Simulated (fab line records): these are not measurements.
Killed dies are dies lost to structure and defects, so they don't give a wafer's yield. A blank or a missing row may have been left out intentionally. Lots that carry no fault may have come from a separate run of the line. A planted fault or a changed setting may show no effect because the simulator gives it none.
Comparing a struck lot with a sound one ; flow n5 finfet ; 37 out of 1938 route steps
Sound: the wafers L315.4, L315.5, L315.6. Struck: wafer L321.1. (L321.2, L321.4 of the same lot were not struck and are left out.) The cause comes at the end.
At each step with rows: each side's tool, then ch and its chambers, then its first start. Under that, the readings that differ: sound wafers ; struck wafers ; difference of the means ; sigmas: that difference in standard deviations of wafers without a fault.
alike: a reading whose means differ by less than 2 such deviations, as well as words and numbers matching on both sides. not compared: withheld readings; readings where some wafer has no value; bounds like >300 that might hide an equal value; numbers whose values overlap and for which the record gives no deviation.
A row with sigmas, a row that says differs or no value, or rows on one side alone: a step with any of these is where the two part. Numbers that don't overlap but have no deviation are shown without sigmas and don't part them. A reading missing from all wafers of one side parts the sides only when that side holds two or more wafers.

first, 9 steps without rows for these wafers: N5_BEOL_M8_DESCUM_33 (chemistry O2, time 7 s); N5_BEOL_M8_ETCH_72 (etches underlayer in N2/H2, target depth 6.5 nm, time 5.2 s); N5_BEOL_M8_ETCH_65 (etches SiARC in CF4, target depth 15.6 nm, time 26 s); N5_BEOL_M8_ETCH_66 (etches SOC in N2/H2, target depth 80 nm, overetch 16 nm, time 120 s); N5_BEOL_M8_STRIP_69 (strips in N2/H2); N5_BEOL_M8_STRIP_73 (strips in N2/H2); N5_BEOL_M8_VIA_ETCH_34 (etches SiCOH lowk in C4F6/O2, target depth 125.5 nm, time 50.5 s); N5_BEOL_M8_STRIP_76 (strips in C4F6/O2); N5_BEOL_M8_STRIP_36 (strips in N2/H2).
N5_BEOL_M8_TRENCH_ETCH_37: etches SiCOH lowk in C4F6/O2, target depth 93.478 nm, time 31.2 s.
  sound on rie diel-05 ch 0,1,2, day 9 14:28; struck on rie diel-05 ch 0, day 11 06:59
reading;sound;struck;difference;sigmas
oes product au (a.u.);0.72 0.98 0.67;0.98;+0.19;+2
run length s (s);54.9 54.2 54.2;62.8;+8.4;+25
model.etch.depth nm (nm);93.29 93.67 91.76;123.8;+30.9;
model.BEOL_M8.feature depth nm (nm);93.2 93.6 91.8;123.8;+30.9;
model.TiN_of_BEOL_M8_HM_DEP_02.thk nm (nm);17.2 17.4 17.6;16.8;-0.6;
  alike: drypump motor current A, mfc ar sccm, rf fwd power W, rf vpp V, showerhead plenum p Torr, throttle valve pct
  not compared: rf hours counter h
then, 2 steps without rows for these wafers: N5_BEOL_M8_ETCH_41 (etches SiCN in CH3F/O2, target depth 31.9 nm, time 57.8 s); N5_BEOL_M8_STRIP_80 (strips in N2/H2, time 10 s).
N5_BEOL_M8_OCD_MEAS_38:
  sound on ocd-01 at day 9 14:38; struck on ocd-01 at day 11 07:08
reading;sound;struck;difference;sigmas
trench depth nm (nm);93.3 93.4 92.3;123.2;+30.2;+19
then, 13 steps without rows for these wafers: N5_BEOL_M8_HM_STRIP_39 (strips TiN in peroxide tin strip, target depth 25 nm, time 158 s); N5_BEOL_M8_SRD_40 (time 30 s); N5_BEOL_M8_PRECLEAN_42 (cleans in residue remover, time 60 s); N5_BEOL_M8_SRD_43 (time 30 s); N5_BEOL_M8_CURE_75 (cures SiCOH lowk, time 120 s); N5_BEOL_M8_DEGAS_44 (time 60 s); N5_BEOL_M8_PRE_CLEAN_45 (time 30 s); N5_BEOL_M8_ALD_77 (deposits TaN, target thk 2 nm, pulse time 2 s, purge time 3 s); N5_BEOL_M8_SURFACE_TREAT_79; N5_BEOL_M8_CVD_78 (deposits Co from CCTBA/H2, target thk 2 nm, time 142.3 s); N5_BEOL_M8_SPUTTER_48 (material Cu, target thk 10 nm, time 1.667 s); N5_BEOL_M8_ECD_50 (material Cu, target thk 300 nm); N5_BEOL_M8_ANNEAL_51 (time 90 s).
N5_BEOL_M8_CMP_52: polishes, stops on SiCOH lowk, t overpolish 6.9 s, target thk 80 nm.
  sound on cmp-04 ch 2,3, day 9 17:04; struck on cmp-03 ch 2, day 11 09:10
reading;sound;struck;difference;sigmas
model.Cu_of_BEOL_M8_ECD_50.thk nm (nm);79.4 79 80.4;111.8;+32.2;
  alike: barrier field endpoint s, clearing platen down force psi, head pressure psi, motor current A, overpolish run s, slurry flow ml min, time to endpoint s
N5_BEOL_M8_THK_MEAS_53: measures by xrf.
  sound on film metro-02 at day 9 17:22; struck on film metro-02 at day 11 09:27
reading;sound;struck;difference;sigmas
M8_THK (nm);77.3 76.6 78.2;110.3;+32.9;+17
then, 2 steps without rows for these wafers: N5_BEOL_M8_PRE_CLEAN_55 (time 15 s); N5_BEOL_M8_DEP_56 (deposits SiCN from 3MS/NH3, target thk 10 nm, time 17.5 s).
N5_BEOL_M8_RS_MEAS_57: a four-point-probe measurement.
  sound on film metro-01 at day 9 17:30; struck on film metro-02 at day 11 09:35
reading;sound;struck;difference;sigmas
M8_RS (ohm/sq);0.288 0.290 0.284;0.194;-0.093;-12
then, 5 steps without rows for these wafers: N5_BEOL_M9_ILD_DEP_00 (deposits SiCOH lowk from DEMS/porogen, target thk 308.51 nm, time 58 s); N5_BEOL_M9_CURE_71 (cures SiCOH lowk, time 240 s); N5_BEOL_M9_PECVD_70 (deposits SiO2 from TEOS/O2, target thk 20 nm, time 22.7 s); N5_BEOL_M9_HM_DEP_02 (deposits TiN, target thk 20 nm); N5_BEOL_M9_COAT_59 (time 60 s, resist thk 100 nm).
-- a jump in the record: the struck wafers' starts before and after are 2 days apart (it breaks off in module BEOL_M9 and resumes in module BEOL_M15, where the first step shown is number 1830 of the route) --
N5_BEOL_M15_RC_MEAS_101:
  sound on prober-01 ch 0, day 12 00:23; struck on prober-02 ch 0, day 13 12:01
reading;sound;struck;difference;sigmas
COMB_M11_max_site (S/m);2e-11 4.1e-11 3e-11;2e-11;-1e-11;-2
COMB_M12 (S/m);5.4e-12 8.3e-12 4.5e-12;1.02e-11;+4.13e-12;+3
COMB_M14 (S/m);2.1e-12 3.1e-12 3.3e-12;5.3e-12;+2.5e-12;+3
COMB_M15 (S/m);1.8e-12 2.1e-12 2.5e-12;3.6e-12;+1.5e-12;+2
SERP_M13 (ohm/um);0.307 0.317 0.308;0.298;-0.013;-2
SERP_M14 (ohm/um);0.166 0.158 0.163;0.154;-0.008;-3
SERP_M7 (ohm/um);14.0 14.2 14.0;15.2;+1.1;+3
SERP_M8 (ohm/um);13.9 14.5 13.9;9.4;-4.7;-10
SERP_M8_max_site (ohm/um);14.7 14.8 14.4;10.2;-4.4;-9
  alike: etest temp c, COMB_M10, COMB_M11, COMB_M13, COMB_M5, COMB_M6, COMB_M7, COMB_M9, SERP_M10, SERP_M11, SERP_M12, SERP_M5, SERP_M6, SERP_M6_max_site, SERP_M9

== WHERE THEY PART ==
At N5_BEOL_M8_TRENCH_ETCH_37 first; at N5_BEOL_M15_RC_MEAS_101 last (within this record only).

WHY: what the simulator had put in
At N5_BEOL_M8_TRENCH_ETCH_37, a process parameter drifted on rie diel-05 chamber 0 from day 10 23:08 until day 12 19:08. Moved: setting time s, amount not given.
